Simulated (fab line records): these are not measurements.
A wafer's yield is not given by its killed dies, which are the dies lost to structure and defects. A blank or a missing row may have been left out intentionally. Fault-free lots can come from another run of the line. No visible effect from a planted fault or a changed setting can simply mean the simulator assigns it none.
Chamber matching / flow n5Finfet / N5_HKMG_FIN_STRIP_93 on rieDiel-05: 4 sister chambers
The step strips SOC in N2/H2, time 20 s. 18 wafers are shown with their chamber, then 9 later ones without.

## WAFERS WITH THEIR CHAMBER
wafer=L078.2; chamber=2; showerheadPlenumPTorr (Torr)=3.50; drypumpMotorCurrentA (A)=5.6; oesProductAu (a.u.)=0.78
wafer=L078.3; chamber=2; showerheadPlenumPTorr (Torr)=3.50; drypumpMotorCurrentA (A)=5.6; oesProductAu (a.u.)=0.79
wafer=L078.6; chamber=3; showerheadPlenumPTorr (Torr)=3.29; drypumpMotorCurrentA (A)=5.5; oesProductAu (a.u.)=0.67
wafer=L080.2; chamber=1; showerheadPlenumPTorr (Torr)=3.29; drypumpMotorCurrentA (A)=6.1; oesProductAu (a.u.)=0.69
wafer=L080.4; chamber=0; showerheadPlenumPTorr (Torr)=3.42; drypumpMotorCurrentA (A)=5.4; oesProductAu (a.u.)=0.90
wafer=L080.5; chamber=3; showerheadPlenumPTorr (Torr)=3.29; drypumpMotorCurrentA (A)=5.6; oesProductAu (a.u.)=0.68
wafer=L081.1; chamber=3; showerheadPlenumPTorr (Torr)=3.29; drypumpMotorCurrentA (A)=5.5; oesProductAu (a.u.)=0.68
wafer=L081.2; chamber=1; showerheadPlenumPTorr (Torr)=3.29; drypumpMotorCurrentA (A)=6.2; oesProductAu (a.u.)=0.68
wafer=L081.6; chamber=3; showerheadPlenumPTorr (Torr)=3.29; drypumpMotorCurrentA (A)=5.6; oesProductAu (a.u.)=0.68
wafer=L083.2; chamber=2; showerheadPlenumPTorr (Torr)=3.50; drypumpMotorCurrentA (A)=5.6; oesProductAu (a.u.)=0.78
wafer=L083.3; chamber=2; showerheadPlenumPTorr (Torr)=3.50; drypumpMotorCurrentA (A)=5.6; oesProductAu (a.u.)=0.77
wafer=L083.6; chamber=2; showerheadPlenumPTorr (Torr)=3.50; drypumpMotorCurrentA (A)=5.6; oesProductAu (a.u.)=0.77
wafer=L084.1; chamber=0; showerheadPlenumPTorr (Torr)=3.41; drypumpMotorCurrentA (A)=5.4; oesProductAu (a.u.)=0.88
wafer=L084.3; chamber=3; showerheadPlenumPTorr (Torr)=3.29; drypumpMotorCurrentA (A)=5.5; oesProductAu (a.u.)=0.67
wafer=L084.4; chamber=3; showerheadPlenumPTorr (Torr)=3.29; drypumpMotorCurrentA (A)=5.6; oesProductAu (a.u.)=0.67
wafer=L085.1; chamber=2; showerheadPlenumPTorr (Torr)=3.49; drypumpMotorCurrentA (A)=5.6; oesProductAu (a.u.)=0.77
wafer=L085.4; chamber=2; showerheadPlenumPTorr (Torr)=3.49; drypumpMotorCurrentA (A)=5.6; oesProductAu (a.u.)=0.78
wafer=L085.6; chamber=1; showerheadPlenumPTorr (Torr)=3.28; drypumpMotorCurrentA (A)=6.2; oesProductAu (a.u.)=0.98

SIGNATURES (averages over the wafers above)
reading=showerheadPlenumPTorr; chamber 0=3.4150; chamber 1=3.2867; chamber 2=3.4971; chamber 3=3.2900; scatter within a chamber=0.00431
reading=drypumpMotorCurrentA; chamber 0=5.400; chamber 1=6.167; chamber 2=5.600; chamber 3=5.550; scatter within a chamber=0.0393
reading=oesProductAu; chamber 0=0.8900; chamber 1=0.7833; chamber 2=0.7771; chamber 3=0.6750; scatter within a chamber=0.0648
Rule: a wafer's distance from a chamber is the root of the sum, over the readings, of the square of ((its reading less the chamber's mean) divided by the reading's scatter). If the next closest chamber is less than 2 further off than the closest, the wafer can't be placed; otherwise it belongs to the closest. The scatter: the root of (the sum of the squares of (reading less its chamber's mean) over the shown wafers, divided by (wafers less chambers)).

## WAFERS WHOSE CHAMBER IS MISSING
wafer=L089.2; showerheadPlenumPTorr (Torr)=3.48; drypumpMotorCurrentA (A)=5.6; oesProductAu (a.u.)=0.77
wafer=L089.3; showerheadPlenumPTorr (Torr)=3.40; drypumpMotorCurrentA (A)=5.3; oesProductAu (a.u.)=0.85
wafer=L089.5; showerheadPlenumPTorr (Torr)=3.28; drypumpMotorCurrentA (A)=6.2; oesProductAu (a.u.)=0.95
wafer=L091.2; showerheadPlenumPTorr (Torr)=3.28; drypumpMotorCurrentA (A)=5.5; oesProductAu (a.u.)=0.96
wafer=L091.5; showerheadPlenumPTorr (Torr)=3.40; drypumpMotorCurrentA (A)=5.3; oesProductAu (a.u.)=0.85
wafer=L091.6; showerheadPlenumPTorr (Torr)=3.28; drypumpMotorCurrentA (A)=5.5; oesProductAu (a.u.)=0.96
wafer=L096.2; showerheadPlenumPTorr (Torr)=3.28; drypumpMotorCurrentA (A)=5.6; oesProductAu (a.u.)=0.92
wafer=L096.5; showerheadPlenumPTorr (Torr)=3.28; drypumpMotorCurrentA (A)=5.6; oesProductAu (a.u.)=0.91
wafer=L096.6; showerheadPlenumPTorr (Torr)=3.48; drypumpMotorCurrentA (A)=5.6; oesProductAu (a.u.)=0.75

## EACH ONE'S CHAMBER
wafer=L089.2; from the rows above=2; in truth=2
wafer=L089.3; from the rows above=0; in truth=0
wafer=L089.5; from the rows above=1; in truth=1
wafer=L091.2; from the rows above=3; in truth=3
wafer=L091.5; from the rows above=0; in truth=0
wafer=L091.6; from the rows above=3; in truth=3
wafer=L096.2; from the rows above=3; in truth=3
wafer=L096.5; from the rows above=3; in truth=3
wafer=L096.6; from the rows above=2; in truth=2
Correctly placed: 9 of 9. Number that these rows cannot place: 0. Number placed wrongly: 0.
